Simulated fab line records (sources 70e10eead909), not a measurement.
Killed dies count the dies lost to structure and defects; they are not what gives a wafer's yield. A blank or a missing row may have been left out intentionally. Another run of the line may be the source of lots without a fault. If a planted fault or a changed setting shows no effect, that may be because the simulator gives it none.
Matching of chambers	flow nand_harc	rie_diel-01 running NHARC_P_M1_STRIP_18: 4 sister chambers
The step strips in N2/H2. 4 wafers are shown with their chamber, then 8 later ones without.

WAFERS, EACH WITH ITS CHAMBER
wafer	chamber	showerhead_plenum_p_Torr (Torr)
L078.3	0	1.97
L083.6	2	1.93
L084.2	1	2.06
L088.1	3	2.17

WAFERS WITHOUT THEIR CHAMBER
wafer	showerhead_plenum_p_Torr (Torr)
L088.5	1.93
L088.6	2.05
L092.2	1.93
L092.3	2.17
L092.5	1.97
L096.1	1.97
L096.3	2.05
L096.4	2.17

THE CHAMBER EACH PASSED THROUGH
wafer	from the rows above	in truth
L088.5	2	2
L088.6	1	1
L092.2	2	2
L092.3	3	3
L092.5	0	0
L096.1	0	0
L096.3	1	1
L096.4	3	3
Correctly placed: 8 of 8. Left unplaced by these rows: 0. 0 placed wrongly.
How it was worked out, from the rows above alone: a wafer's distance from a chamber is the root of the sum, over the readings, of the square of ((its reading less the chamber's mean) divided by the reading's scatter). The wafer belongs to the nearest chamber; if the next one is less than 2 further off, it can't be placed. The mean given for a chamber averages the wafers shown for that chamber. The scatter: root of mean squared gap, hidden wafer to nearest shown wafer, with one shown wafer a chamber.
